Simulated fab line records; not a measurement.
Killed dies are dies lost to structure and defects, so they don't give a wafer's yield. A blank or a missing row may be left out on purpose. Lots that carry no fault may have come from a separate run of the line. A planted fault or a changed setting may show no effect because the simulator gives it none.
fab line records ; flow n5Finfet ; part 2 of 2: steps 21 to 24 of 24
[record] lots = 5; wafers = 15; lastDay = 17
route steps=1938 shown BEOL_M15@1809 PASS1_DEP@1831 MIM_BOT@1832
lots untouched by any fault: they come from a run of this same line in which no faults occurred
startH: the number of hours between the record's first day and the start of the first shown wafer of the lot ; waitH: time in hours since the lot's previous step ; " as in the row above ; L1.1+2: a single row standing in for several wafers ; - no value present, or no start provided ; * or withheld: withheld ; < > ~ a bound
route shown NAME@n: NAME is a module with steps in the file, n the number in the route of the first one ; usual: mean/standard deviation of fault-free wafers ; same: alike in all rows ; chamber/n: place in a boat ; sites: readings site by site ; _std_site: how widely they spread, as a standard deviation ; _edge_site: outer sites' mean less inner sites' ; radiusMm: how far each site lies from the wafer's centre ; mask NAME#n: copy n ; behind: the most recent tool/chamber to have shaped the wafer ; hold: cause of the lot's hold/its duration in hours/its outcome ; device: transistor that didn't switch, given as n, p or np ; end of line: tests run on the same wafers once the route is complete ; step lacking rows: just its recipe ; killed: the dies lost at the first sort to structure and to defects; this is not the yield of the wafer ; map: a wafer's dies, x killed, . not, _ none there
set.NAME: setting as actually run; set.NAME@STEP: the setting as run at that earlier step ; model.NAME: the simulator's own value behind a step, which no gauge read
certain route steps with their lots: each step a table, each wafer a row
services: the hour from which a tool's chamber was out of use, counted from the record's first day as startH (under 0 if before that day), plus the number of hours and why
[[steps]]
[step N5_BEOL_M15_RC_MEAS_101]
[usual] COMB_M10 = 1.5e-11/2.9e-12; COMB_M11 = 1.52e-11/2.9e-12; COMB_M11_max_site = 2.2e-11/4.9e-12; COMB_M12 = 7e-12/1.3e-12; COMB_M12_max_site = 1e-11/2.3e-12; COMB_M13 = 5.5e-12/1e-12; COMB_M14 = 4.3e-12/7.5e-13; COMB_M15 = 3.1e-12/5.1e-13; COMB_M5 = 3.6e-11/7.3e-12; COMB_M6 = 2.6e-11/4.9e-12; COMB_M7 = 2.6e-11/5.2e-12; COMB_M8 = 2.6e-11/5.4e-12; COMB_M9 = 1.5e-11/3e-12; SERP_M10 = 3.05/0.073; SERP_M10_max_site = 3.15/0.082; SERP_M11 = 3.06/0.096; SERP_M12 = 0.645/0.017; SERP_M13 = 0.306/0.0065; SERP_M14 = 0.160/0.0032; SERP_M5 = 38.9/1.9; SERP_M6 = 13.8/0.47; SERP_M7 = 13.8/0.6; SERP_M8 = 13.7/0.49; SERP_M9 = 3.05/0.1
lot.wafer;tool;chamber;startH;waitH;COMB_M10[S/m];COMB_M11[S/m];COMB_M11_max_site[S/m];COMB_M12[S/m];COMB_M12_max_site[S/m];COMB_M13[S/m];COMB_M14[S/m];COMB_M15[S/m];COMB_M5[S/m];COMB_M6[S/m];COMB_M7[S/m];COMB_M8[S/m];COMB_M9[S/m];SERP_M10[ohm/um];SERP_M10_max_site[ohm/um];SERP_M11[ohm/um];SERP_M12[ohm/um];SERP_M13[ohm/um];SERP_M14[ohm/um];SERP_M5[ohm/um];SERP_M6[ohm/um];SERP_M7[ohm/um];SERP_M8[ohm/um];SERP_M9[ohm/um]
L079.1;prober-01;0;295.33;0.0;1.52e-11;1.42e-11;2.5e-11;5.8e-12;8.3e-12;4.7e-12;3.5e-12;2.4e-12;5e-11;2.6e-11;3.1e-11;3.5e-11;1e-11;2.95;3.18;2.87;0.628;0.312;0.166;41.3;14.6;14.3;14.6;3.11
L079.4;prober-01;0;295.33;0.0;2.17e-11;1.04e-11;1.4e-11;5.1e-12;7.8e-12;4.6e-12;4.8e-12;2.9e-12;3.8e-11;2.9e-11;2.4e-11;2.4e-11;1.2e-11;3.13;3.24;3.05;0.653;0.293;0.154;38.9;14.5;14.7;14.5;2.94
L079.6;prober-01;0;295.33;0.0;1.94e-11;2.21e-11;3.3e-11;5.8e-12;9.2e-12;4.1e-12;4.4e-12;2.9e-12;3.7e-11;2.2e-11;2.2e-11;2.1e-11;1e-11;3.05;3.20;3.17;0.668;0.297;0.161;39.9;14.2;14.3;14.4;3.05
L084.3;prober-01;0;312.32;0.3;1.31e-11;1.6e-11;2.4e-11;6.2e-12;9.8e-12;6.2e-12;4.3e-12;2.6e-12;3.4e-11;2.8e-11;2.4e-11;4.2e-11;1.4e-11;3.17;3.31;2.89;0.658;0.298;0.159;40.3;13.7;13.5;13.5;2.88
L084.5;prober-01;0;312.32;0.3;1.06e-11;1.5e-11;2e-11;7.5e-12;1.37e-11;6e-12;5.4e-12;2.5e-12;3.4e-11;3.2e-11;1.5e-11;2.8e-11;1.2e-11;3.09;3.14;3.09;0.672;0.302;0.157;41.9;14.6;14.2;13.7;3.14
L084.6;prober-01;0;312.32;0.3;1.26e-11;2.12e-11;3.2e-11;6.5e-12;7.9e-12;6.2e-12;3.7e-12;2.6e-12;4.4e-11;2.9e-11;1.7e-11;4.5e-11;1.5e-11;3.02;3.06;2.95;0.658;0.294;0.157;39.6;14.2;14.8;13.9;3.03
L086.2;prober-02;0;333.97;0.2;1.19e-11;1.49e-11;2.5e-11;7.7e-12;1.24e-11;5.8e-12;4.7e-12;3.7e-12;3.5e-11;3.8e-11;1.8e-11;2e-11;1.4e-11;3.00;3.19;3.08;0.687;0.313;0.159;40.8;14.3;14.1;13.4;3.03
L086.5;prober-02;0;333.97;0.2;1.52e-11;1.56e-11;2.4e-11;5.9e-12;7.9e-12;5.5e-12;4.6e-12;2.9e-12;2.6e-11;3.4e-11;2.2e-11;2.1e-11;1.6e-11;3.07;3.20;3.17;0.630;0.314;0.154;37.5;14.0;13.3;13.4;2.96
L086.6;prober-02;0;333.97;0.2;1.43e-11;1.63e-11;2.6e-11;7.6e-12;1.22e-11;7.8e-12;4.6e-12;3.7e-12;3.4e-11;2.7e-11;1.9e-11;2.7e-11;1.7e-11;2.98;3.22;3.02;0.659;0.317;0.164;41.0;13.7;13.1;13.0;2.88
L093.1;prober-02;0;366.71;0.0;1.86e-11;1.35e-11;1.6e-11;9.8e-12;1.98e-11;4.8e-12;4.3e-12;3.2e-12;3.6e-11;2.2e-11;2.1e-11;3.1e-11;1.4e-11;2.90;3.12;3.08;0.645;0.315;0.165;37.5;13.1;13.6;14.0;2.92
L093.3;prober-02;0;366.71;0.0;1.49e-11;1.23e-11;2e-11;6.7e-12;1.01e-11;5e-12;4.4e-12;3.2e-12;3.1e-11;1.8e-11;2.2e-11;2.7e-11;1.4e-11;2.94;2.99;3.16;0.630;0.293;0.163;36.4;12.8;14.1;13.5;3.10
L093.5;prober-02;0;366.71;0.0;1.81e-11;1.55e-11;2.8e-11;6.5e-12;8.8e-12;5e-12;3.9e-12;3.4e-12;4.2e-11;3.1e-11;2.2e-11;4.8e-11;1.5e-11;3.01;3.06;3.00;0.637;0.300;0.159;40.2;13.2;13.8;13.7;3.10
L095.2;prober-02;0;386.55;0.2;1.24e-11;1.6e-11;2.3e-11;7.4e-12;1.06e-11;5.8e-12;3.5e-12;2.7e-12;4.4e-11;2.4e-11;3e-11;3.6e-11;1.8e-11;3.10;3.19;3.10;0.635;0.305;0.159;36.4;14.3;13.8;13.5;3.01
L095.3;prober-02;0;386.55;0.2;1.02e-11;1.7e-11;2.6e-11;8.9e-12;1.39e-11;6.3e-12;3.3e-12;2.8e-12;4.4e-11;2.4e-11;2.5e-11;2.2e-11;2.5e-11;3.14;3.27;3.08;0.609;0.319;0.157;39.7;13.5;12.8;12.9;3.13
L095.4;prober-02;0;386.55;0.2;1.29e-11;1.31e-11;2.9e-11;6.8e-12;9e-12;7.3e-12;5.2e-12;2.7e-12;3.6e-11;2.6e-11;2.2e-11;3.1e-11;1.4e-11;3.04;3.07;3.24;0.643;0.311;0.163;36.2;14.3;13.4;13.6;2.85
[step N5_PASSIVATION_PECVD_00]
[recipe] material = SiO2; targetThkA = 2000; tempC = 400; precursor = SiH4/N2O; pressureTorr = 2.7; rfW = 608; timeS = 11.2
[usual] heaterPowerW = 658/110; showerheadPlenumPTorr = 8.14/0.07; throttleValvePct = 52/3.1
lot.wafer;tool;chamber;startH;waitH;heaterPowerW;showerheadPlenumPTorr;throttleValvePct
L079.1;pecvd-03;1;296.30;0.8;418;8.27;48
L079.4;pecvd-03;2;296.30;0.8;750;8.12;50
L079.6;pecvd-03;1;296.30;0.8;427;8.23;48
L084.3;pecvd-04;2;312.97;0.5;568;8.15;53
L084.5;pecvd-04;0;312.97;0.5;610;8.20;51
L084.6;pecvd-04;1;312.97;0.5;811;8.07;53
L086.2;pecvd-03;1;334.78;0.7;499;8.24;48
L086.5;pecvd-03;0;334.78;0.7;624;8.13;58
L086.6;pecvd-03;2;334.78;0.7;745;8.12;50
L093.1;pecvd-03;1;367.67;0.8;521;8.25;48
L093.3;pecvd-03;2;367.67;0.8;673;8.12;50
L093.5;pecvd-03;2;367.67;0.8;686;8.13;50
L095.2;pecvd-03;2;387.37;0.7;774;8.12;51
L095.3;pecvd-03;2;387.37;0.7;789;8.08;50
L095.4;pecvd-03;0;387.37;0.7;642;8.12;58
[step N5_MIM_BOT_DEGAS_01]
[recipe] ambient = vacuum; tempC = 300; timeS = 60
[usual] heaterPowerW = 445/46
lot.wafer;tool;chamber;startH;waitH;heaterPowerW
L079.1;pvdSputter-03;-;296.42;0.1;363
L079.4;pvdSputter-03;-;296.42;0.1;418
L079.6;pvdSputter-03;-;296.42;0.1;424
L084.3;pvdSputter-01;-;313.84;0.9;512
L084.5;pvdSputter-01;-;313.84;0.9;499
L084.6;pvdSputter-01;-;313.84;0.9;483
L086.2;pvdSputter-01;-;336.45;1.7;477
L086.5;pvdSputter-01;-;336.45;1.7;476
L086.6;pvdSputter-01;-;336.45;1.7;495
L093.1;pvdSputter-03;-;367.74;0.1;491
L093.3;pvdSputter-03;-;367.74;0.1;414
L093.5;pvdSputter-03;-;367.74;0.1;412
L095.2;pvdSputter-03;-;387.48;0.1;473
L095.3;pvdSputter-03;-;387.48;0.1;495
L095.4;pvdSputter-03;-;387.48;0.1;356
[step N5_MIM_BOT_SPUTTER_00]
[recipe] material = TiN; targetThkA = 350; tempC = 200; powerW = 3000; chamberPressurePa = 0.49996; gas = Ar; reactivePartialPa = 0.37997; timeS = 89.7
[usual] chamberPressurePa = 0.4998/0.001; throttleValvePct = 29.8/1.2
lot.wafer;tool;chamber;startH;waitH;chamberPressurePa;throttleValvePct
L079.1;pvdSputter-03;-;296.46;0.0;0.4989;29.4
L079.4;pvdSputter-03;-;296.46;0.0;0.4994;31.1
L079.6;pvdSputter-03;-;296.46;0.0;0.4996;30.9
L084.3;pvdSputter-01;-;313.88;0.0;0.5009;30.5
L084.5;pvdSputter-01;-;313.88;0.0;0.4994;30.2
L084.6;pvdSputter-01;-;313.88;0.0;0.4979;27.5
L086.2;pvdSputter-01;-;336.49;0.0;0.5024;27.5
L086.5;pvdSputter-01;-;336.49;0.0;0.4989;28.1
L086.6;pvdSputter-01;-;336.49;0.0;0.5016;27.3
L093.1;pvdSputter-03;-;367.78;0.0;0.4982;31.9
L093.3;pvdSputter-03;-;367.78;0.0;0.4999;31.2
L093.5;pvdSputter-03;-;367.78;0.0;0.4984;31.2
L095.2;pvdSputter-03;-;387.52;0.0;0.5016;29.3
L095.3;pvdSputter-03;-;387.52;0.0;0.4990;31.9
L095.4;pvdSputter-03;-;387.52;0.0;0.4987;29.5
[[services]]
tool;chamber;startH;hours;kind
pecvd-04;0;271.90;10.6;repair
pecvd-02;-;278.99;1.1;repair
rieDiel-04;2;287.02;-;clean
rieDiel-04;2;287.02;-;consumableReplace:focusRing
pecvd-02;0;297.90;5.5;scheduledDown
cmp-04;-;299.37;0.3;repair
rieDiel-04;0;309.21;-;clean
rieDiel-04;0;309.21;-;consumableReplace:esc
rieDiel-04;0;309.21;-;consumableReplace:focusRing
rieDiel-04;0;309.21;-;consumableReplace:showerhead
rieDiel-04;0;309.21;25.9;scheduledDown
rieDiel-04;0;309.21;25.9;ventCycle
pecvd-04;0;320.09;16.5;scheduledDown
pvdSputter-03;-;328.74;2.3;repair
rieDiel-03;1;342.20;1.8;repair
cmp-04;-;345.28;1.9;repair
pecvd-03;2;346.52;7.2;repair
rieDiel-04;1;359.38;18.2;repair
pvdSputter-01;-;359.72;0.6;repair
rieDiel-05;3;367.83;2.5;repair
pecvd-04;1;370.49;5.5;scheduledDown
rieDiel-03;3;370.70;7.7;repair
pecvd-02;2;376.51;7.6;repair
rieDiel-04;2;385.79;2.7;repair
